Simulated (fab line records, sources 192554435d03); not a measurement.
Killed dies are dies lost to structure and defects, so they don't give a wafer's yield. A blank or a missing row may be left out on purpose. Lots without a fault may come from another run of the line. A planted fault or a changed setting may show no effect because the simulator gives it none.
fab line records | flow n5_finfet
record lots=10 wafers=28 last_day=17
route steps=1938 shown DUMMY_GATE@245 SPACER0@258 SD_EPI_N@292 BEOL_M4@1111
lots that met no fault: from a run of the same line without faults
start_h: hours from the record's first day to the start of the lot's first wafer shown | wait_h: hours since the lot's step before | " the same as in the row above | L1.1+2: a row that stands for several wafers | - no value, or no start given | * or withheld: withheld | < > ~ a bound
route shown NAME@n: a module of which the file shows steps, and the number in the route of the first | usual: mean/standard deviation of fault-free wafers | same: alike in all rows | chamber/n: place in a boat | sites: the reading at each site | _std_site: their standard deviation | _edge_site: outer sites' mean less inner sites' | radius_mm: how far each site lies from the wafer's centre | mask NAME#n: copy n | behind: the tool/chamber that last shaped the wafer | hold: why the lot was held/for how many hours/how that ended | device: the transistor (n, p or np) that didn't switch | end of line: the same wafers' tests at the end of the route | a step without rows: its recipe alone | killed: dies lost to structure and defects at the first sort, not the wafer's yield | map: a wafer's dies, x killed, . not, _ none there
set.NAME: the setting as run; set.NAME@STEP: as run at that earlier step | model.NAME: the simulator's own value behind a step, which no gauge read
steps of the route over a sample of lots; a table a step, a row a wafer
services: from which hour (start_h, from the record's first day; less than 0 if before it) a tool's chamber was out of use, for how many hours, and why
## steps
# step N5_DUMMY_GATE_HM_OPEN_21
# recipe chemistry=CH3F/O2 target=SiNx target_depth_a=1200 Ar_flow_sccm=150 CH3F_flow_sccm=30 O2_flow_sccm=23 time_s=171.4 pressure_mtorr=30 source_w=395 bias_w=73 ion_energy_ev=120.7
# usual drypump_motor_current_A=5.6/0.51 oes_product_au=0.75/0.08 rf_vpp_V=294/5.5 showerhead_plenum_p_Torr=1.99/0.063 throttle_valve_pct=16.39/0.22
# columns lot.wafer tool chamber start_h wait_h drypump_motor_current_A oes_product_au rf_hours_counter_h rf_vpp_V showerhead_plenum_p_Torr throttle_valve_pct
L895.4 rie_diel-03 3 52.15 0.0 5.4 0.71 218 295 2.00 16.75
L895.5 " 2 " " 6.6 0.80 - 302 2.11 16.30
L895.6 " 1 " " 4.9 0.97 - 303 2.14 16.50
L896.2 rie_diel-04 2 54.85 0.0 6.3 0.74 180 290 2.00 16.62
L896.3 " 0 " " 5.1 0.75 171 305 1.92 16.28
L896.4 " 2 " " 6.3 0.73 - 289 2.00 16.62
L897.1 rie_diel-05 0 59.98 0.0 5.5 0.98 4 299 2.07 15.86
L897.3 " 1 " " 5.8 0.70 200 297 1.93 16.40
L897.4 " 3 " " 5.0 0.70 212 291 1.99 16.21
L898.2 rie_diel-04 3 66.88 0.0 6.0 0.81 91 290 1.95 16.36
L898.4 " 0 " " 5.1 0.73 174 304 1.92 16.31
L898.5 " 2 " " 6.3 0.73 - 291 2.00 16.62
L899.1 rie_diel-04 1 75.36 0.0 5.0 0.74 136 289 1.94 16.40
L899.2 " 3 " " 6.1 0.80 94 290 1.94 16.36
L899.4 " 2 " " 6.3 0.73 185 291 2.00 16.62
L907.3 rie_diel-05 0 125.56 0.0 5.5 0.93 24 301 2.06 15.90
L907.4 " 3 " " 5.0 0.69 - 291 1.99 16.23
L908.4 rie_diel-05 3 127.64 0.1 5.0 0.69 - 290 1.98 16.23
L908.6 " 0 " " 5.5 0.91 - 299 2.06 15.88
L912.1 rie_diel-03 1 153.02 0.0 4.9 0.88 34 302 2.13 16.54
L912.4 " 0 " " 5.7 0.68 234 291 1.99 16.67
L912.5 " 0 " " 5.6 0.68 - 292 1.99 16.65
L914.2 rie_diel-04 0 166.16 0.0 5.1 0.71 205 304 1.91 16.34
L914.4 " 2 " " 6.2 0.71 214 291 1.99 16.67
L914.6 " 2 " " 6.3 0.70 - 291 1.99 16.67
L918.1 rie_diel-04 3 185.09 0.0 6.1 0.76 128 289 1.93 16.41
L918.3 " 2 " " 6.3 0.71 220 290 1.98 16.69
L918.5 " 2 " " 6.3 0.71 - 288 1.98 16.69
# step N5_SPACER0_ALD_07
# recipe material=SiNx target_thk_a=20 temp_c=400 ald_precursor_family=SiH2I2 ald_co_reactant=N2/H2-plasma pressure_torr=2
# usual heater_power_w=857/73
# columns lot.wafer tool chamber start_h wait_h heater_power_w
L895.4 ald_sin-04 3 54.34 1.5 784
L895.5 " 1 " " 884
L895.6 " 0 " " 940
L896.2 ald_sin-04 3 55.63 0.0 787
L896.3 " 2 " " 794
L896.4 " 1 " " 885
L897.1 ald_sin-01 1 60.67 0.0 828
L897.3 " 3 " " 944
L897.4 " 2 " " 887
L898.2 ald_sin-01 0 67.73 0.2 846
L898.4 " 3 " " 929
L898.5 " 2 " " 915
L899.1 ald_sin-04 0 76.04 0.0 970
L899.2 " 2 " " 795
L899.4 " 1 " " 864
L907.3 ald_sin-04 2 126.98 0.6 789
L907.4 " 0 " " 952
L908.4 ald_sin-03 3 128.73 0.5 847
L908.6 " 3 " " 823
L912.1 ald_sin-04 3 153.87 0.0 778
L912.4 " 0 " " 957
L912.5 " 3 " " 819
L914.2 ald_sin-01 1 166.84 0.0 830
L914.4 " 3 " " 939
L914.6 " 3 " " 927
L918.1 ald_sin-03 3 185.85 0.0 810
L918.3 " 0 " " 927
L918.5 " 1 " " 692
# step N5_SPACER0_INSPECT_04
# recipe inspect_instrument=darkfield mode=post_dep
# usual raw_defect_count=134/30
# columns lot.wafer tool chamber start_h wait_h raw_defect_count
L895.4 defect_inspect-02 - 54.90 0.1 103
L895.5 " - " " 106
L895.6 " - " " 82
L896.2 defect_inspect-02 - 56.20 0.1 146
L896.3 " - " " 146
L896.4 " - " " 166
L897.1 defect_inspect-02 - 61.23 0.1 99
L897.3 " - " " 161
L897.4 " - " " 167
L898.2 defect_inspect-02 - 68.30 0.1 123
L898.4 " - " " 109
L898.5 " - " " 108
L899.1 defect_inspect-02 - 76.60 0.1 128
L899.2 " - " " 112
L899.4 " - " " 89
L907.3 defect_inspect-01 - 127.55 0.1 110
L907.4 " - " " 179
L908.4 defect_inspect-02 - 129.30 0.1 128
L908.6 " - " " 105
L912.1 defect_inspect-02 - 154.43 0.1 169
L912.4 " - " " 113
L912.5 " - " " 190
L914.2 defect_inspect-01 - 167.41 0.1 165
L914.4 " - " " 214
L914.6 " - " " 161
L918.1 defect_inspect-02 - 186.41 0.1 182
L918.3 " - " " 195
L918.5 " - " " 125
# step N5_SD_EPI_N_PRECLEAN_49
# recipe chemistry=NF3:NH3 afs_cycles=1 temp_c=30 time_s=20 sublimation_temp_c=180 sublimation_time_s=60 pressure_torr=3 rf_power_w=30
# usual time_s=20/0
# same sublimation_time_s=60
# columns lot.wafer tool chamber start_h wait_h time_s
L895.4 remote_plasma-01 1 58.85 0.1 20
L895.5 " 1 " " 20
L895.6 " 1 " " 20
L896.2 remote_plasma-02 0 62.07 0.1 20
L896.3 " 0 " " 20
L896.4 " 0 " " 20
L897.1 remote_plasma-01 0 66.85 0.0 20
L897.3 " 0 " " 20
L897.4 " 0 " " 20
L898.2 remote_plasma-02 0 73.30 0.1 20
L898.4 " 0 " " 20
L898.5 " 0 " " 20
L899.1 remote_plasma-02 0 80.68 0.0 20
L899.2 " 0 " " 20
L899.4 " 0 " " 20
L907.3 remote_plasma-02 1 132.51 0.1 20
L907.4 " 1 " " 18.314
L908.4 remote_plasma-02 0 134.06 0.1 18.314
L908.6 " 0 " " 18.314
L912.1 remote_plasma-01 0 158.59 0.0 20
L912.4 " 0 " " 20
L912.5 " 0 " " 20
L914.2 remote_plasma-01 1 171.41 0.1 20
L914.4 " 1 " " 20
L914.6 " 1 " " 20
L918.1 remote_plasma-02 0 190.56 0.0 20
L918.3 " 0 " " 20
L918.5 " 0 " " 20
# step N5_BEOL_M4_RC_MEAS_101
# usual DIBL_N=36.1/1.5 DIBL_P=36.1/1.9 IOFF_N=0.159/0.029 IOFF_P=0.21/0.038 ION_N=675/11 ION_P=464/8.1 SS_N=71.5/0.57 SS_P=73.3/0.64 VT_N=249/3.1 VT_P=-250/3.8
# columns lot.wafer tool chamber start_h wait_h DIBL_N[mV/V] DIBL_P[mV/V] IOFF_N[nA/um] IOFF_P[nA/um] ION_N[uA/um] ION_P[uA/um] SS_N[mV/dec] SS_P[mV/dec] VT_N[mV] VT_P[mV]
L895.4 prober-01 0 158.90 0.5 37.0 37.6 0.149 0.21 664 462 71.6 73.3 249 -251
L895.5 " 0 " " 35.4 34.6 0.118 0.17 654 457 71.8 72.9 255 -254
L895.6 " 0 " " 37.2 38.3 0.144 0.22 664 461 71.6 73.2 252 -251
L896.2 prober-01 0 174.34 0.2 36.9 35.9 0.156 0.20 667 456 71.5 72.8 250 -250
L896.3 " 0 " " 36.2 35.2 0.148 0.19 675 457 71.4 73.0 251 -252
L896.4 " 0 " " 36.3 34.8 0.152 0.18 658 453 71.5 72.6 253 -252
L897.1 prober-02 0 176.70 0.0 33.6 32.4 0.118 0.18 668 461 71.4 72.6 257 -248
L897.3 " 0 " " 35.6 35.8 0.147 0.22 680 471 72.0 73.4 251 -249
L897.4 " 0 " " 36.6 36.9 0.173 0.24 691 471 72.1 73.4 248 -249
L898.2 prober-01 0 177.54 0.2 37.8 37.3 0.161 0.24 666 464 71.8 73.8 249 -246
L898.4 " 0 " " 35.9 34.2 0.137 0.19 672 462 72.3 72.5 250 -249
L898.5 " 0 " " 36.7 36.4 0.148 0.22 654 454 71.5 73.3 253 -247
L899.1 prober-02 0 192.89 0.1 34.6 34.7 0.141 0.19 683 467 70.9 72.6 250 -252
L899.2 " 0 " " 36.3 36.2 0.157 0.21 676 466 72.1 73.3 249 -250
L899.4 " 0 " " 35.7 35.8 0.162 0.21 677 469 71.3 72.5 249 -249
L907.3 prober-01 0 245.79 0.3 36.2 35.5 0.145 0.18 664 456 71.4 73.0 252 -253
L907.4 " 0 " " 33.8 33.0 0.109 0.15 668 453 71.1 72.2 256 -254
L908.4 prober-01 0 248.82 0.5 34.2 34.1 0.113 0.17 656 460 70.8 73.2 256 -254
L908.6 " 0 " " 36.9 37.7 0.155 0.22 670 470 71.5 74.0 250 -250
L912.1 prober-01 0 269.52 0.0 35.6 37.1 0.150 0.19 663 457 71.3 73.5 253 -254
L912.4 " 0 " " 36.9 37.5 0.166 0.19 676 460 72.4 73.6 248 -254
L912.5 " 0 " " 36.6 37.7 0.169 0.20 675 457 72.3 73.7 251 -254
L914.2 prober-01 0 276.85 0.2 36.9 39.4 0.195 0.25 675 465 71.8 74.3 247 -247
L914.4 " 0 " " 36.9 39.2 0.187 0.23 673 463 72.0 74.5 249 -252
L914.6 " 0 " " 36.4 38.2 0.174 0.22 671 462 72.4 74.7 250 -248
L918.1 prober-01 0 321.45 0.0 36.2 36.8 0.181 0.23 684 469 71.1 73.3 247 -247
L918.3 " 0 " " 36.6 36.4 0.180 0.23 680 468 70.9 72.5 246 -248
L918.5 " 0 " " 34.8 36.0 0.168 0.23 686 473 71.5 73.6 244 -247
## services
# columns tool chamber start_h hours kind
rie_diel-05 0 29.58 - clean
rie_diel-05 0 29.58 - consumable_replace:focus_ring
ald_sin-03 1 33.57 8.5 repair
ald_sin-03 - 36.41 0.9 repair
rie_diel-04 1 53.11 2.4 repair
ald_sin-04 3 63.88 7.2 repair
ald_sin-03 0 67.58 5.5 repair
ald_sin-01 - 85.40 14.0 pm
ald_sin-01 0 85.40 14.0 vent_cycle
ald_sin-01 1 85.40 14.0 vent_cycle
ald_sin-01 2 85.40 14.0 vent_cycle
ald_sin-01 3 85.40 14.0 vent_cycle
ald_sin-01 0 99.40 - clean
ald_sin-01 1 99.40 - clean
ald_sin-01 2 99.40 - clean
ald_sin-01 3 99.40 - clean
ald_sin-01 - 122.19 14.6 pm
ald_sin-04 1 140.15 3.4 repair
ald_sin-04 - 176.75 14.0 pm
ald_sin-04 0 176.75 14.0 vent_cycle
ald_sin-04 1 176.75 14.0 vent_cycle
ald_sin-04 2 176.75 14.0 vent_cycle
ald_sin-04 3 176.75 14.0 vent_cycle
rie_diel-04 1 183.48 4.8 repair
## key
first_sign step=N5_SD_EPI_N_PRECLEAN_49 reading=time_s direction=down sigmas=99+ usual=* struck=*
effect none on later readings
met_at N5_SD_EPI_N_PRECLEAN_49
struck_lots L907,L908
struck_wafers L907.4,L908.4,L908.6
not_acting_at N5_DUMMY_GATE_HM_OPEN_21,N5_SPACER0_ALD_07,N5_SPACER0_INSPECT_04
onset_between 80.68 132.51
fault kind=process_parameter_drift tool=remote_plasma-02 chamber=- onset_h=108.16 steps=N5_SD_EPI_N_PRECLEAN_49 channel=time_s offset=* shape=step end_h=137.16 scope=struck_wafers_only acts_in=* stated=*
